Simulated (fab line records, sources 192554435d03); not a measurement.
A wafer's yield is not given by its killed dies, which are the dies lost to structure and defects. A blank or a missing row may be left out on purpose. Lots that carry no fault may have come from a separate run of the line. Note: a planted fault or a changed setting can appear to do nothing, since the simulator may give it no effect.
Chamber matching | flow n5 finfet | 3 sister chambers for N5_BEOL_M3_DEP_57 on pecvd-03
The step deposits SiCN from 3MS/NH3, target thk 8 nm, time 14 s. 18 wafers are shown with their chamber, then 9 later ones without.

== WAFERS PAIRED WITH THEIR CHAMBERS ==
wafer  | chamber | throttle valve pct (%) | showerhead plenum p Torr (Torr)
L077.4 | 2       | 8.3                    | 3.661
L077.5 | 0       | 8.7                    | 3.672
L077.6 | 1       | 9.1                    | 3.660
L079.2 | 0       | 8.8                    | 3.653
L079.3 | 1       | 9.3                    | 3.662
L079.6 | 0       | 8.6                    | 3.661
L078.1 | 2       | 8.4                    | 3.665
L078.2 | 1       | 9.3                    | 3.657
L078.6 | 1       | 9.2                    | 3.655
L080.2 | 0       | 8.8                    | 3.670
L080.3 | 1       | 9.3                    | 3.662
L080.6 | 1       | 9.3                    | 3.664
L081.2 | 2       | 8.1                    | 3.648
L081.5 | 2       | 8.2                    | 3.661
L081.6 | 1       | 9.3                    | 3.664
L082.1 | 2       | 8.4                    | 3.647
L082.3 | 0       | 8.8                    | 3.657
L082.4 | 1       | 9.3                    | 3.655

SIGNATURES (means of the wafers above)
reading                  | chamber 0 | chamber 1 | chamber 2 | scatter within a chamber
throttle valve pct       | 8.740     | 9.263     | 8.280     | 0.0962
showerhead plenum p Torr | 3.66260   | 3.65987   | 3.65640   | 0.00655
Rule: a wafer's distance from a chamber is the root of the sum, over the readings, of the square of ((its reading less the chamber's mean) divided by the reading's scatter). If the next closest chamber is less than 2 further off than the closest, the wafer can't be placed; otherwise it belongs to the closest. The scatter: take each reading less its chamber's mean, square it, sum over the shown wafers, divide by the number of wafers less the number of chambers, and take the root.

== WAFERS WHOSE CHAMBER IS MISSING ==
wafer  | throttle valve pct (%) | showerhead plenum p Torr (Torr)
L089.3 | 8.3                    | 3.660
L089.4 | 8.4                    | 3.654
L089.6 | 8.7                    | 3.662
L090.2 | 9.2                    | 3.662
L090.4 | 8.0                    | 3.654
L090.5 | 9.4                    | 3.673
L096.4 | 9.1                    | 3.651
L096.5 | 8.8                    | 3.659
L096.6 | 8.5                    | 3.651

== WHICH CHAMBER EACH WENT THROUGH ==
wafer  | from the rows above     | in truth
L089.3 | 2                       | 2
L089.4 | 2                       | 2
L089.6 | 0                       | 0
L090.2 | 1                       | 1
L090.4 | 2                       | 2
L090.5 | 1                       | 1
L096.4 | can't be placed: 1 or 0 | 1
L096.5 | 0                       | 0
L096.6 | can't be placed: 2 or 0 | 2
Correct placement for 7 of the 9. Unplaceable from these rows: 2, with the true chamber sitting among the candidates in 2. Wrongly placed: 0.
